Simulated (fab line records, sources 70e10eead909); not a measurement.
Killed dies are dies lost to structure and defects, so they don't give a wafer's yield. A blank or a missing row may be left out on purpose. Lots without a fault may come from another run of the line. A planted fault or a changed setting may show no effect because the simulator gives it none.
Which tool did it? | flow nand_harc | 9 lots, 27 wafers sampled, at 8 steps of a route of 1159

WHAT THE GAUGES READ, wafer by wafer
NHARC_A_ONON_D1_THK_MEAS_27: measures by ellipsometry.
lot  | measured     | on            | thk_nm (nm)
L111 | day 8 22:02  | film_metro-02 | 1018 1018 1018
L116 | day 9 17:54  | film_metro-01 | 1016 1014 1014
L117 | day 10 04:29 | film_metro-02 | 979 981 978
L118 | day 10 04:30 | film_metro-01 | 1002 1001 999
L125 | day 12 03:55 | film_metro-02 | 1014 1014 1013
L127 | day 12 16:58 | film_metro-01 | 1001 998 1002
L131 | day 13 03:27 | film_metro-01 | 1008 1007 1007
L128 | day 13 03:28 | film_metro-02 | 1015 1015 1017
L129 | day 13 03:49 | film_metro-02 | 996 996 996

NHARC_A_CHANNEL_HOLE_D1_CD_MEAS_10: target cd 100 nm.
lot  | measured     | on        | cd_nm (nm)
L111 | day 9 02:11  | cd_sem-03 | 100.7 100.3 99.2
L116 | day 9 21:53  | cd_sem-01 | 100.9 105.7 106.9
L117 | day 10 08:10 | cd_sem-03 | 101.1 107.3 107.4
L118 | day 10 10:02 | cd_sem-01 | 100.1 100.5 105.9
L125 | day 12 09:27 | cd_sem-01 | 99.5 98.7 100.1
L127 | day 12 20:48 | cd_sem-02 | 99.8 99.4 100.5
L131 | day 13 07:13 | cd_sem-01 | 101.0 100.2 100.7
L128 | day 13 08:46 | cd_sem-03 | 99.6 100.4 100.1
L129 | day 13 10:41 | cd_sem-02 | 100.7 100.1 100.3

NHARC_A_CHANNEL_HOLE_D1_CD_MEAS_30.
lot  | measured     | on        | cd_nm (nm)
L111 | day 9 09:05  | cd_sem-02 | 92.3 89.5 89.0
L116 | day 10 05:32 | cd_sem-02 | 88.9 96.3 95.1
L117 | day 10 15:06 | cd_sem-02 | 90.6 97.5 98.1
L118 | day 10 17:01 | cd_sem-01 | 90.3 88.9 96.0
L125 | day 12 18:35 | cd_sem-01 | 87.6 87.8 88.2
L127 | day 13 03:41 | cd_sem-02 | 88.1 88.6 88.7
L131 | day 13 14:07 | cd_sem-02 | 92.6 91.3 91.8
L128 | day 13 15:49 | cd_sem-02 | 90.8 91.1 89.1
L129 | day 13 20:00 | cd_sem-01 | 90.9 88.6 88.6

NHARC_END_WLT_00.
lot  | measured     | on        | VT_DECK1_BOTTOM   | VT_DECK1_BOTTOM_INNER | VT_DECK1_MEDIAN_NEAR_BOTTOM | VT_DECK1_MEDIAN_NEAR_BOTTOM_INNER | VT_DECK1_MIDDLE   | VT_DECK1_MIDDLE_INNER | VT_DECK1_TOP      | VT_DECK1_TOP_INNER
L111 | day 19 21:21 | prober-01 | 0.864 0.857 0.857 | 0.869 0.861 0.860     | 0.860 0.865 0.848           | 0.870 0.858 0.858                 | 0.876 0.871 0.867 | 0.881 0.871 0.873     | 0.886 0.888 0.887 | 0.892 0.886 0.887
L116 | day 21 04:22 | prober-01 | 0.878 0.900 0.900 | 0.870 0.893 0.892     | 0.878 0.906 0.890           | 0.875 0.898 0.899                 | 0.897 0.914 0.904 | 0.881 0.907 0.916     | 0.905 0.909 0.917 | 0.910 0.921 0.912
L117 | day 22 14:49 | prober-02 | 0.876 0.899 0.889 | 0.877 0.893 0.893     | 0.876 0.902 0.893           | 0.877 0.895 0.896                 | 0.887 0.902 0.909 | 0.890 0.911 0.900     | 0.902 0.914 0.914 | 0.910 0.929 0.913
L118 | day 22 08:02 | prober-02 | 0.864 0.861 0.878 | 0.867 0.864 0.877     | 0.865 0.868 0.879           | 0.862 0.862 0.878                 | 0.873 0.872 0.894 | 0.880 0.873 0.880     | 0.890 0.889 0.898 | 0.888 0.882 0.895
L125 | day 23 23:58 | prober-02 | 0.864 0.866 0.864 | 0.864 0.861 0.862     | 0.863 0.862 0.867           | 0.861 0.858 0.864                 | 0.872 0.879 0.878 | 0.871 0.873 0.872     | 0.884 0.888 0.891 | 0.893 0.890 0.886
L127 | day 23 23:28 | prober-01 | 0.853 0.856 0.859 | 0.860 0.860 0.865     | 0.862 0.857 0.866           | 0.861 0.855 0.860                 | 0.881 0.876 0.877 | 0.869 0.872 0.878     | 0.888 0.892 0.885 | 0.880 0.894 0.894
L131 | day 25 02:51 | prober-01 | 0.879 0.866 0.869 | 0.878 0.873 0.870     | 0.877 0.869 0.879           | 0.876 0.872 0.872                 | 0.880 0.878 0.880 | 0.883 0.884 0.883     | 0.894 0.892 0.891 | 0.886 0.891 0.890
L128 | day 24 11:06 | prober-01 | 0.878 0.879 0.870 | 0.872 0.871 0.871     | 0.872 0.878 0.864           | 0.877 0.874 0.874                 | 0.883 0.886 0.889 | 0.879 0.894 0.890     | 0.899 0.892 0.898 | 0.891 0.892 0.896
L129 | day 24 20:03 | prober-01 | 0.882 0.876 0.873 | 0.870 0.866 0.874     | 0.889 0.871 0.875           | 0.878 0.875 0.874                 | 0.884 0.880 0.886 | 0.894 0.889 0.883     | 0.898 0.909 0.908 | 0.900 0.903 0.898

WHICH TOOL RAN EACH LOT (tool, then ch and the chambers of the sampled wafers, then the start)
lot  | NHARC_A_ONON_D1_DEP_33          | NHARC_A_CHANNEL_HOLE_D1_EXPOSE_07  | NHARC_A_CHANNEL_HOLE_D1_ETCH_25  | NHARC_A_CHANNEL_HOLE_D1_XSEM_31
L111 | pecvd-01 ch 0,1,2, day 8 22:48  | arfi_scanner-01 ch 0, day 9 02:02  | har_etch-02 ch 0,1, day 9 06:36  | xsem-02 ch 0, day 9 09:10
L116 | pecvd-01 ch 0,1, day 9 18:45    | arfi_scanner-01 ch 0, day 9 21:45  | har_etch-02 ch 0,1, day 10 02:16 | xsem-02 ch 0, day 10 05:38
L117 | pecvd-01 ch 1,2, day 10 05:11   | arfi_scanner-01 ch 0, day 10 08:02 | har_etch-01 ch 0,1, day 10 12:37 | xsem-01 ch 0, day 10 15:12
L118 | pecvd-03 ch 0,1,2, day 10 05:23 | arfi_scanner-01 ch 0, day 10 09:53 | har_etch-02 ch 0,1, day 10 14:49 | xsem-02 ch 0, day 10 17:06
L125 | pecvd-04 ch 0,1, day 12 04:40   | arfi_scanner-03 ch 0, day 12 09:19 | har_etch-02 ch 0,1, day 12 16:07 | xsem-01 ch 0, day 12 18:40
L127 | pecvd-04 ch 0,1,2, day 12 17:39 | arfi_scanner-01 ch 0, day 12 20:40 | har_etch-01 ch 0,1, day 13 01:13 | xsem-01 ch 0, day 13 03:46
L131 | pecvd-04 ch 0,2, day 13 04:07   | arfi_scanner-01 ch 0, day 13 07:05 | har_etch-02 ch 0,1, day 13 11:39 | xsem-01 ch 0, day 13 14:13
L128 | pecvd-01 ch 0,2, day 13 04:10   | arfi_scanner-03 ch 0, day 13 08:38 | har_etch-01 ch 0, day 13 13:01   | xsem-01 ch 0, day 13 15:54
L129 | pecvd-01 ch 0,1,2, day 13 04:31 | arfi_scanner-01 ch 0, day 13 10:33 | har_etch-01 ch 0,1, day 13 17:31 | xsem-01 ch 0, day 13 20:05
- NHARC_A_ONON_D1_DEP_33: deposits SiO2, target thk 200 nm.
- NHARC_A_CHANNEL_HOLE_D1_EXPOSE_07: exposes mask HOLE D1, target cd 100 nm.
- NHARC_A_CHANNEL_HOLE_D1_ETCH_25: etches the open film in C4F8/O2/Ar, time 1040.2 s, target depth 1500 nm.
- NHARC_A_CHANNEL_HOLE_D1_XSEM_31

WHAT THE TOOLS THEMSELVES READ (means of the sampled wafers that have a number; where no wafer has one, the mark that the record gives instead)
NHARC_A_ONON_D1_DEP_33.
lot  | tool     | heater_power_w (W) | rf_fwd_power_W (W) | throttle_valve_pct (%)
L111 | pecvd-01 | 582                | 900.8              | 16.2
L116 | pecvd-01 | 567                | 898.4              | 15.9
L117 | pecvd-01 | 597                | 900.0              | 16.2
L118 | pecvd-03 | 517                | 899.3              | 15.5
L125 | pecvd-04 | 633                | 895.0              | 16.2
L127 | pecvd-04 | 541                | 898.7              | 16.1
L131 | pecvd-04 | 476                | 897.6              | 15.9
L128 | pecvd-01 | 548                | 898.1              | 15.8
L129 | pecvd-01 | 564                | 898.0              | 16.0

NHARC_A_CHANNEL_HOLE_D1_EXPOSE_07.
lot  | tool            | exposure_dose_mJ_cm2
L111 | arfi_scanner-01 | 60.6
L116 | arfi_scanner-01 | 60.7
L117 | arfi_scanner-01 | 60.6
L118 | arfi_scanner-01 | 60.7
L125 | arfi_scanner-03 | 59.7
L127 | arfi_scanner-01 | 60.6
L131 | arfi_scanner-01 | 60.6
L128 | arfi_scanner-03 | 59.7
L129 | arfi_scanner-01 | 60.7

NHARC_A_CHANNEL_HOLE_D1_ETCH_25.
lot  | tool        | drypump_motor_current_A (A) | showerhead_plenum_p_Torr (Torr) | throttle_valve_pct (%)
L111 | har_etch-02 | 5.1                         | 3.86                            | 32.231
L116 | har_etch-02 | 5.1                         | 3.86                            | 32.236
L117 | har_etch-01 | 6.1                         | 3.74                            | 32.243
L118 | har_etch-02 | 5.1                         | 3.86                            | 32.229
L125 | har_etch-02 | 5.1                         | 3.84                            | 32.231
L127 | har_etch-01 | 6.1                         | 3.72                            | 32.222
L131 | har_etch-02 | 5.1                         | 3.84                            | 32.238
L128 | har_etch-01 | 5.7                         | 3.57                            | 32.234
L129 | har_etch-01 | 6.1                         | 3.71                            | 32.237

NHARC_A_CHANNEL_HOLE_D1_XSEM_31.
lot  | tool    | bot_cd_nm (nm) | bow_nm (nm) | tilt_deg (degrees)
L111 | xsem-02 | 74.8           | 8.15        | 0.08
L116 | xsem-02 | 79.0           | 8.64        | 0.09
L117 | xsem-01 | 79.7           | 8.20        | 0.09
L118 | xsem-02 | 76.2           | 8.74        | 0.19
L125 | xsem-01 | 72.6           | 8.31        | 0.08
L127 | xsem-01 | 72.8           | 8.94        | 0.14
L131 | xsem-01 | 76.1           | 8.59        | 0.02
L128 | xsem-01 | 75.4           | 8.08        | 0.06
L129 | xsem-01 | 74.2           | 8.74        | 0.11

THE ANSWER, worked out from the rows above alone
Rule: what is usual is taken from the lots themselves. Put in order of their means at a reading, lots are off if they are a third of the lots or fewer, leave a main group of 4 or more, and stand apart from it by a gap of 3 or more times the standard deviation of the main group's means; of several such gaps the widest counts. A main group whose means are all the same, to the digits that the tables above print for the reading, isn't used. A lot without any number at a reading at which 4 lots or more have one is off too. The other lots that the step has rows for count as sound. The gauges are gone through in route order, then the tools' own readings, and for those a lot's mean is taken as printed above. The first step at which some lot is off is used, and at that step the reading that is off furthest; a lot without a number counts as furthest.
Off: L116, L117, L118, at NHARC_A_CHANNEL_HOLE_D1_CD_MEAS_10 (cd_nm). The main group: mean 100.1 nm, standard deviation 0.37.
A tool fits if, at a process step before that reading, it ran every lot that is off, and no sound lot after the first of them. The gauges at NHARC_A_CHANNEL_HOLE_D1_CD_MEAS_10 are tried like those tools. None of those tried fits.

WHAT THE SIMULATOR HAD PUT IN
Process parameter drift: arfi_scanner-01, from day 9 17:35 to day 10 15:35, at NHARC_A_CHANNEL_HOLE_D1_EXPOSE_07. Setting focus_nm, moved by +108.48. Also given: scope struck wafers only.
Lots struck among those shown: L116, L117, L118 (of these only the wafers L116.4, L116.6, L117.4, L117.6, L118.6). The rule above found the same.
